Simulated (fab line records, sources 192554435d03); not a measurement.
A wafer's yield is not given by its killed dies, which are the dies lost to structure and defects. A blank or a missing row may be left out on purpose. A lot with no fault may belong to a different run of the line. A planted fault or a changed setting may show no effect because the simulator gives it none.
Split-lot trial    flow n5Finfet    7 lots, 21 wafers read, on a route of 1938 steps

== ABOUT THE SPLIT ==
At N5_BEOL_M0_SAQP_PECVD_96 (deposits a-Si from SiH4/He, target thk 45 nm, time 45.2 s), the setting timeS was moved away from the recipe's 45.2 s on 7 of the 21 wafers read, by -14.4% to +12.6%. This setting was run at the recipe's value on the other wafers.

== FROM THE SPLIT TO THE READING: what the file shows between them, 7 steps ==
- N5_BEOL_M0_SAQP_DEVELOP_13: develop time 30 s (also split here: developTimeS)
- N5_BEOL_M0_SAQP_ETCH_101: etches SiNx in CH3F/O2, target depth 29.9 nm, time 42.7 s
- N5_BEOL_M0_SAQP_ETCH_102: etches SiO2 in CF4, target depth 4 nm, time 4.4 s
- N5_BEOL_M0_SAQP_MANDREL_ETCH_103: etches a-Si in HBr/Cl2, stops on SiCN, target depth 45 nm, bt time 10 s, time 27 s
- N5_BEOL_M0_SAQP_RECESS_104: chemistry HF/NH3, target SiO2, target depth 18 nm, afs cycles 3, sublimation time 60 s
- N5_BEOL_M0_SAQP_COAT_105: time 60 s, resist thk 100 nm
- N5_BEOL_M0_SAQP_ETCH_106: etches SOC in N2/H2, stops on SiNx, target depth 150 nm

== THE READING ==
a-Si_of_BEOL_M0_SAQP_PECVD_96.thkNm (the simulator's own value, which no gauge read), in nm, at N5_BEOL_M0_SAQP_ETCH_107 (etches SiNx in CH3F/O2, target depth 30 nm). The file does not state a usual value for it. Here, 14 wafers ran the recipe; their average is 44.6 nm with a standard deviation of 0.52 nm.

wafer   tool, chamber at the split  timeS as run, s  against the recipe  a-Si_of_BEOL_M0_SAQP_PECVD_96.thkNm, nm  against lot-mates on the recipe
L077.3  pecvd-04, 2                 38.71            -14.4%              38.2                                     -7.0
L077.5  pecvd-04, 0                 38.71            -14.4%              38.8                                     -6.4
L077.6  pecvd-04, 2                 45.2             recipe              45.2                                     -
L078.1  pecvd-01, 0                 45.2             recipe              44.6                                     -
L078.2  pecvd-01, 1                 45.2             recipe              43.8                                     -
L078.4  pecvd-01, 1                 45.2             recipe              44.4                                     -
L079.1  pecvd-04, 0                 45.2             recipe              45                                       -
L079.2  pecvd-04, 2                 45.2             recipe              44.6                                     -
L079.6  pecvd-04, 1                 49.37            +9.2%               48.8                                     +4.0
L082.4  pecvd-04, 2,0               45.2             recipe              44.8                                     -
L082.6  pecvd-04, 2,0               45.2             recipe              44.8                                     -
L082.5  pecvd-04, 1                 45.2             recipe              44.4                                     -
L085.2  pecvd-01, 0                 45.2             recipe              45                                       -
L085.3  pecvd-01, 1                 45.2             recipe              43.6                                     -
L085.6  pecvd-01, 2                 45.2             recipe              44.2                                     -
L088.3  pecvd-04, 0                 50.42            +11.5%              49.4                                     +4.4
L088.4  pecvd-04, 0                 45.2             recipe              45                                       -
L088.5  pecvd-04, 2                 50.42            +11.5%              49.8                                     +4.8
L090.4  pecvd-01, 0                 50.88            +12.6%              51.2                                     +5.6
L090.5  pecvd-01, 0                 45.2             recipe              45.6                                     -
L090.6  pecvd-01, 1                 50.88            +12.6%              50.4                                     +4.8
Where a row lists several chambers, the file gives one row for several wafers and doesn't say which wafer went through which chamber.

THE FIT
A straight line over all 21 wafers: a-Si_of_BEOL_M0_SAQP_PECVD_96.thkNm changes by +0.447 nm for each +1% of timeS; r = +0.99; the points scatter about the line by 0.52 nm.
The same after taking each lot's own level away (the mean of its wafers on the recipe; 21 wafers): +0.435 nm for each +1%; r = +0.99; scatter 0.38 nm.
On that fit, the largest move of timeS shifts the reading by 6.2 nm.
Across the lots, their own levels run from 44.27 to 45.60 nm, a range of 2.6 times the standard deviation given above.
Hence the lot-to-lot level has little effect on the slope; both slopes agree.
Check: with one of the wafers moved furthest among these (-14.4%) left out of the fit, the line predicts -6.09 nm for it against its lot-mates. Against them it came out at -7 nm.

== OTHER SPLITS ON THESE WAFERS ==
These wafers also went through other splits before the reading. Each is held against what the fit with the lots' levels taken away leaves over:
other split on the same wafers           wafers away from the commonest value  r with a-Si_of_BEOL_M0_SAQP_PECVD_96.thkNm (lot level and that fit taken away)
N5_BEOL_M0_SAQP_DEVELOP_13 developTimeS  4                                     -0.09

== THE WHOLE CHAIN: every reading that the file lists as answering this split, in the file's order ==
step                              what it does                                                                        reading                                                                               change (the file's fit)                r (the file's)
N5_BEOL_M0_SAQP_PECVD_96          deposits a-Si from SiH4/He, target thk 45 nm, time 45.2 s                           a-Si_of_BEOL_M0_SAQP_PECVD_96.thkNm (the simulator's own value, which no gauge read)  +0.436 nm for each +1% of the setting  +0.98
N5_BEOL_M0_SAQP_MANDREL_ETCH_103  etches a-Si in HBr/Cl2, stops on SiCN, target depth 45 nm, bt time 10 s, time 27 s  etch.depthNm (the simulator's own value, which no gauge read)                         +0.438 nm for each +1% of the setting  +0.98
N5_BEOL_M0_SAQP_ETCH_107          etches SiNx in CH3F/O2, target depth 30 nm                                          a-Si_of_BEOL_M0_SAQP_PECVD_96.thkNm (the simulator's own value, which no gauge read)  +0.432 nm for each +1% of the setting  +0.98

== THE FILE'S OWN FIT ==
a-Si_of_BEOL_M0_SAQP_PECVD_96.thkNm changes by +0.432 nm for each +1% of timeS, r = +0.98.
